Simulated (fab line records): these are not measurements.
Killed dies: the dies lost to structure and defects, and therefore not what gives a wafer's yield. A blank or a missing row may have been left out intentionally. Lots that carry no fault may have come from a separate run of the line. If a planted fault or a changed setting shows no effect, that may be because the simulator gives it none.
Which tool did it?	flow n5-finfet	10 lots with 29 wafers sampled at 4 steps, on a route of 1938 steps

## WHAT EACH GAUGE READ, for each wafer
N5_BEOL_M9_INSPECT_30: inspects for defects (brightfield). Usual: raw-defect-count reads 403 (standard deviation 92).
lot	measured	on	raw-defect-count	flag
L443	day 9 14:00	defect-inspect-01	448 409 451	
L444	day 9 22:57	defect-inspect-01	394 436	
L445	day 10 01:13	defect-inspect-01	597 368 422	
L450	day 11 15:30	defect-inspect-01	261 262 565	
L453	day 12 20:50	defect-inspect-01	332 637 310	
L454	day 13 02:01	defect-inspect-02	285 309 307	
L459	day 14 00:55	defect-inspect-02	331 450 312	
L460	day 14 01:05	defect-inspect-01	369 369 342	
L462	day 15 02:49	defect-inspect-02	453 373 403	
L465	day 15 17:55	defect-inspect-01	427 264 418	

## TOOL THAT RAN EACH LOT (tool first, then ch and the chambers of the sampled wafers, then the start)
lot	N5_BEOL_M9_PECVD_70	N5_BEOL_M9_ETCH_62	N5_BEOL_M9_STRIP_19
L443	pecvd-01 ch 1,2, day 9 10:22	rie-diel-02 ch 0,2,3, day 9 12:03	rie-diel-02 ch 0,1,2, day 9 12:21
L444	pecvd-02 ch 0,2, day 9 19:07	rie-diel-01 ch 2,3, day 9 20:34	rie-diel-01 ch 0,1, day 9 20:52
L445	pecvd-02 ch 0,1,2, day 9 20:40	rie-diel-05 ch 1,2,3, day 10 00:18	rie-diel-01 ch 0,2,3, day 10 00:36
L450	pecvd-03 ch 0,1,2, day 11 08:46	rie-diel-05 ch 0,1,2, day 11 12:40	rie-diel-01 ch 0,1,3, day 11 12:58
L453	pecvd-03 ch 0,1,2, day 12 15:02	rie-diel-05 ch 0,2,3, day 12 18:19	rie-diel-01 ch 0,1, day 12 18:47
L454	pecvd-01 ch 1,2, day 12 23:25	rie-diel-05 ch 2,3, day 13 00:39	rie-diel-02 ch 0,1, day 13 00:57
L459	pecvd-01 ch 0,1,2, day 13 18:07	rie-diel-01 ch 0,1,2, day 13 20:44	rie-diel-05 ch 1,2,3, day 13 21:02
L460	pecvd-01 ch 1,2, day 13 20:05	rie-diel-02 ch 2,3, day 13 21:33	rie-diel-05 ch 0,1,2, day 13 22:01
L462	pecvd-03 ch 2, day 15 00:55	rie-diel-01 ch 1,2,3, day 15 02:00	rie-diel-02 ch 1,2, day 15 02:17
L465	pecvd-03 ch 0,1, day 15 13:16	rie-diel-02 ch 1,2, day 15 15:19	rie-diel-05 ch 1,3, day 15 15:37
- N5_BEOL_M9_PECVD_70: deposits SiO2 from TEOS/O2, target thk 20 nm, time 22.7 s.
- N5_BEOL_M9_ETCH_62: etches SOC in N2/H2, target depth 110 nm, overetch 22 nm, time 165 s.
- N5_BEOL_M9_STRIP_19: strips in O2.

## WHAT THE TOOLS THEMSELVES READ (means of the sampled wafers that have a number; where no wafer has one, the mark that the record gives instead)
N5_BEOL_M9_PECVD_70. Usual: heater-power-w 670 W, standard deviation 89; showerhead-plenum-p-Torr 8.74 Torr, standard deviation 0.061; throttle-valve-pct 22.8 %, standard deviation 1.1.
lot	tool	heater-power-w (W)	showerhead-plenum-p-Torr (Torr)	throttle-valve-pct (%)	flag
L443	pecvd-01	592	8.74	22.1	
L444	pecvd-02	704	8.75	21.5	
L445	pecvd-02	726	8.70	22.7	
L450	pecvd-03	799	8.80	22.7	
L453	pecvd-03	746	8.80	22.7	
L454	pecvd-01	530	8.73	22.3	
L459	pecvd-01	632	8.75	23.1	
L460	pecvd-01	564	8.74	22.5	
L462	pecvd-03	858	8.79	21.3	
L465	pecvd-03	748	8.83	23.4	

N5_BEOL_M9_ETCH_62. Usual: bias-w 150.0 W, standard deviation 0.46; chamber-pressure-mTorr 30.001 mTorr, standard deviation 0.029; drypump-motor-current-A 5.8 A, standard deviation 0.36; oes-product-au 0.63 a.u., standard deviation 0.056; rf-fwd-power-W 837.3 W, standard deviation 2.9; rf-vpp-V 524.0 V, standard deviation 2.7; showerhead-plenum-p-Torr 2.54 Torr, standard deviation 0.091; throttle-valve-pct 17.90 %, standard deviation 0.2.
lot	tool	bias-w (W)	chamber-pressure-mTorr (mTorr)	drypump-motor-current-A (A)	oes-product-au (a.u.)	rf-fwd-power-W (W)	rf-vpp-V (V)	showerhead-plenum-p-Torr (Torr)	throttle-valve-pct (%)	flag
L443	rie-diel-02	150.4	29.997	5.6	0.61	840.1	522.6	2.49	17.83	
L444	rie-diel-01	150.5	29.989	5.5	0.61	838.8	523.1	2.52	17.98	
L445	rie-diel-05	150.1	30.001	5.6	0.61	837.6	524.0	2.55	18.03	
L450	rie-diel-05	150.2	29.985	5.7	0.63	838.5	525.2	2.56	17.97	
L453	rie-diel-05	150.1	29.979	5.7	0.62	1039.1	489.5	2.63	17.88	OFF
L454	rie-diel-05	150.0	30.004	5.6	0.59	1040.4	489.3	2.62	17.96	OFF
L459	rie-diel-01	149.4	30.025	6.2	0.65	838.9	522.9	2.54	17.95	
L460	rie-diel-02	150.5	29.976	5.6	0.59	837.9	519.8	2.45	17.99	
L462	rie-diel-01	150.0	30.029	5.8	0.63	836.4	523.5	2.53	18.00	
L465	rie-diel-02	150.3	30.026	5.4	0.60	838.4	523.4	2.53	17.80	

N5_BEOL_M9_STRIP_19. Usual: chamber-pressure-mTorr 30.00 mTorr, standard deviation 0.033; drypump-motor-current-A 5.8 A, standard deviation 0.44; oes-product-au 0.74 a.u., standard deviation 0.076; rf-vpp-V 3.7 V, standard deviation 0.65; showerhead-plenum-p-Torr 2.09 Torr, standard deviation 0.067; throttle-valve-pct 16.75 %, standard deviation 0.19.
lot	tool	chamber-pressure-mTorr (mTorr)	drypump-motor-current-A (A)	oes-product-au (a.u.)	rf-vpp-V (V)	showerhead-plenum-p-Torr (Torr)	throttle-valve-pct (%)	flag
L443	rie-diel-02	29.99	5.6	0.73	3.9	2.11	16.63	
L444	rie-diel-01	29.96	6.2	0.82	3.6	2.08	16.77	
L445	rie-diel-01	30.01	5.7	0.73	4.2	2.06	16.86	
L450	rie-diel-01	29.98	5.8	0.78	3.6	2.06	16.79	
L453	rie-diel-01	30.01	6.2	0.79	3.7	2.05	16.88	
L454	rie-diel-02	30.01	6.0	0.70	4.2	2.13	16.74	
L459	rie-diel-05	30.01	5.6	0.79	3.3	2.10	16.77	
L460	rie-diel-05	29.99	5.7	0.73	4.2	2.11	16.87	
L462	rie-diel-02	30.00	5.7	0.69	3.5	2.12	16.74	
L465	rie-diel-05	29.99	5.6	0.83	4.3	2.10	16.68	

## THE ANSWER, worked out from the rows above alone
Rule: a lot counts as off when the mean over its wafers that have a number is more than 3 standard deviations away from the usual mean. Also off: a lot with no number at a reading for which 4 or more lots have one. The other lots that the step has rows for count as sound. Order of review: gauges by route order, followed by the tools' own readings, for which a lot's mean as printed above is used. At the first step where some lot is off, the reading lying furthest off is the one used; lots without a number count as furthest.
Off at N5_BEOL_M9_ETCH_62 (rf-fwd-power-W): L453, L454.
If a tool, at that step or one of the process steps before it, ran each lot that is off and ran no sound lot following the first of them, it fits. One candidate fits, namely rie-diel-05 at N5_BEOL_M9_ETCH_62. Its last sound lot is L450 (day 11 12:40), its first lot that is off L453 (day 12 18:19): a fault that began between those two fits.
The tool's own readings at N5_BEOL_M9_ETCH_62 bear it out: on the lots that are off they differ by more than 5 times the standard deviation of the sound lots' means. rf-fwd-power-W reads 1039.8 W there against 838.3 W on the sound lots; rf-vpp-V reads 489.4 V there against 523.1 V on the sound lots.

## WHAT THE SIMULATOR HAD INSERTED
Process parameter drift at N5_BEOL_M9_ETCH_62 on rie-diel-05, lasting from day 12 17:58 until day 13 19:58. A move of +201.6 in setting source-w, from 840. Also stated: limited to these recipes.
Lots struck among those shown: L453, L454. The rule above found the same.
